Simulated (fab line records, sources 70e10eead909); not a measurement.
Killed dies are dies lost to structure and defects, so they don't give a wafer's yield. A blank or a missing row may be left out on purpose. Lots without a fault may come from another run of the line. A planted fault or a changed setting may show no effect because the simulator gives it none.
A struck lot beside a sound one | flow nand_harc | 15 steps out of a route of 1302
Sound: wafers L384.2, L384.4, L384.5. Struck: wafers L375.2, L375.5, L375.6. The cause comes at the end.
At each step with rows: each side's tool, then ch and its chambers, then its first start. Under that, the readings that differ: sound wafers | struck wafers | difference of the means | sigmas: that difference in standard deviations of wafers without a fault.
alike: readings whose means differ by less than 2 such deviations, and words and numbers that are the same on both sides. not compared: withheld readings, readings that some wafer has no value for, bounds like >300 that may hide the same value, and numbers for which the record gives no deviation and whose values overlap.
The two part at a step that has a row with sigmas, a row that says differs or no value, or rows on one side only. Numbers that don't overlap but have no deviation are shown without sigmas and don't part them. A reading that every wafer of one side lacks parts them only if that side has two wafers or more.

first, 1 step without rows for these wafers: NHARC_A_CHANNEL_HOLE_D1_ETCH_44 (etches the open film in CF4/O2, target depth 140 nm, overetch 14 nm, time 77 s).
NHARC_A_CHANNEL_HOLE_D1_STRIP_27: strips in O2.
  sound on rie_diel-09 ch 0,2; struck on rie_diel-09 ch 1,2
  alike: drypump_motor_current_A, oes_product_au, rf_vpp_V, showerhead_plenum_p_Torr, throttle_valve_pct
  not compared: rf_hours_counter_h
then, 2 steps without rows for these wafers: NHARC_A_CHANNEL_HOLE_D1_PRECLEAN_28 (cleans in SC1); NHARC_A_CHANNEL_HOLE_D1_SRD_29.
NHARC_A_CHANNEL_HOLE_D1_CD_MEAS_30:
  sound on cd_sem-02, day 16 10:28; struck on cd_sem-03, day 12 16:46
  alike: cd_nm
NHARC_A_CHANNEL_HOLE_D1_XSEM_31:
  sound on xsem-02 ch 0, day 16 10:34; struck on xsem-01 ch 0, day 12 16:51
  alike: bot_cd_nm, bow_nm, tilt_deg
NHARC_A_CHANNEL_HOLE_D1_INSPECT_40:
  sound on defect_inspect-02, day 16 10:39; struck on defect_inspect-01, day 12 16:56
  alike: raw_defect_count
then, 2 steps without rows for these wafers: NHARC_A_CHANNEL_FILL_D1_PRECLEAN_00 (cleans in SC1); NHARC_A_CHANNEL_FILL_D1_SRD_01.
NHARC_A_CHANNEL_FILL_D1_ALD_02: deposits SiO2, target thk 6 nm, pulse time 10 s, ald cycles 60.
  sound on ald_hk-03 ch 2,3, day 16 10:50; struck on ald_hk-03 ch 2,3, day 12 17:08
  alike: ald_cycles, heater_power_w, precursor_pulse_height_rel
NHARC_A_CHANNEL_FILL_D1_ALD_03: deposits SiNx, target thk 6 nm, pulse time 60 s, ald cycles 58.
  sound on ald_sin_batch-03 ch 0; struck on ald_sin_batch-03 ch 0
  alike: ald_cycles, precursor_pulse_height_rel
then, 1 step without rows for these wafers: NHARC_A_CHANNEL_FILL_D1_ALD_14 (deposits SiO2, target thk 2.5 nm, pulse time 10 s, ald cycles 25).
NHARC_A_CHANNEL_FILL_D1_ALD_15: deposits SiNx, target thk 2 nm, pulse time 60 s, ald cycles 19.
  sound on ald_sin_batch-01 ch 0, day 16 19:28; struck on ald_sin_batch-01 ch 0, day 13 03:13
  reading    | sound    | struck   | difference | sigmas
  ald_cycles | 19 19 19 | 22 22 22 | +3         |
  alike: precursor_pulse_height_rel
NHARC_A_CHANNEL_FILL_D1_ALD_16: deposits SiO2, target thk 1.5 nm, pulse time 10 s, ald cycles 15.
  sound on ald_hk-02 ch 1,2, day 16 21:31; struck on ald_hk-01 ch 1,2,3, day 13 05:22
  reading            | sound       | struck      | difference | sigmas
  heater_power_w (W) | 434 421 425 | 519 475 532 | +82        | +2
  alike: ald_cycles, precursor_pulse_height_rel
-- the record jumps here: 15 days lie between the struck wafers' starts before and after (it left off in module A_CHANNEL_FILL_D1 and takes up again in module END, whose first step shown is number 1302 of the route) --
NHARC_END_SORT_01:
  sound on prober-02 ch 0, day 31 15:52; struck on prober-02 ch 0, day 28 00:38
  alike: killed_at_array, killed_at_other, killed_at_periphery, killed_dies, killed_open, killed_short

WHERE THEY PART
Only at NHARC_A_CHANNEL_FILL_D1_ALD_16, within this record. Later steps at which nothing parts them and some readings are alike: NHARC_END_SORT_01.

WHY: what the simulator had put in
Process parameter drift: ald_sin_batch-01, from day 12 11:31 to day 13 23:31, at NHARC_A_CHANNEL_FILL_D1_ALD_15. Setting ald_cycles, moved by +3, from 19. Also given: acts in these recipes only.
